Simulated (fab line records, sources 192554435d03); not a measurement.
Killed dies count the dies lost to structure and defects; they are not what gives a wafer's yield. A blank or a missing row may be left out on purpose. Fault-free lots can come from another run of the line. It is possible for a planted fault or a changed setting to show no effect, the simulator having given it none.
Which tool did it? ; flow n5 finfet ; 6 lots with 18 wafers sampled at 4 steps, on a route of 1938 steps

== WHAT THE GAUGES SHOWED, per wafer ==
N5_BEOL_M7_OVL_MEAS_12.
lot;measured;on;M7_OVL (nm)
L804;day 11 16:29;overlay-01;0.8 0.4 -0.1
L811;day 13 02:22;overlay-02;1.0 0.9 1.3
L814;day 13 23:54;overlay-02;-0.4 -0.5 -0.5
L819;day 15 11:51;overlay-02;1.9 0.4 0.7
L822;day 17 03:05;overlay-02;-1.7 0.1 0.3
L821;day 17 08:31;overlay-02;0.0 0.4 -0.6

== WHAT TOOL EACH LOT RAN ON (gives the tool, then ch and the chambers of the sampled wafers, and finally the start) ==
lot;N5_BEOL_M6_CURE_75;N5_BEOL_M6_ALD_77;N5_BEOL_M7_COAT_59
L804;uv cure-02 ch 2, day 11 12:48;ald metal-02 ch 0,1,3, day 11 13:16;litho track-01 ch 0, day 11 16:12
L811;uv cure-01 ch 1, day 12 19:22;ald metal-01 ch 0,1,3, day 12 19:49;litho track-04 ch 0, day 13 01:57
L814;uv cure-02 ch 1, day 13 20:06;ald metal-01 ch 0,2, day 13 20:43;litho track-03 ch 0, day 13 23:37
L819;uv cure-02 ch 2, day 15 06:56;ald metal-04 ch 1,3, day 15 07:22;litho track-03 ch 0, day 15 11:26
L822;uv cure-01 ch 0, day 16 22:42;ald metal-02 ch 0,2,3, day 16 23:11;litho track-01 ch 0, day 17 02:40
L821;uv cure-02 ch 2, day 17 02:46;ald metal-02 ch 1,2,3, day 17 03:21;litho track-01 ch 0, day 17 08:14
- N5_BEOL_M6_CURE_75: cures SiCOH lowk, time 120 s.
- N5_BEOL_M6_ALD_77: deposits TaN, target thk 2 nm, pulse time 2 s, purge time 3 s.
- N5_BEOL_M7_COAT_59: time 60 s, resist thk 100 nm.

== THE ANSWER, worked out from the rows above alone ==
Rule: the lots themselves supply what counts as usual. Put in order of their means at a reading, lots are off if they are a third of the lots or fewer, leave a main group of 4 or more, and stand apart from it by a gap of 3 or more times the standard deviation of the main group's means; of several such gaps the widest counts. If all means in a main group match to the digits the tables above print for the reading, that group is not used. A lot without any number at a reading at which 4 lots or more have one is off too. The other lots that the step has rows for count as sound.
Nothing can be told from this: no lot is off at any reading shown.

== WHAT HAD BEEN PUT IN BY THE SIMULATOR ==
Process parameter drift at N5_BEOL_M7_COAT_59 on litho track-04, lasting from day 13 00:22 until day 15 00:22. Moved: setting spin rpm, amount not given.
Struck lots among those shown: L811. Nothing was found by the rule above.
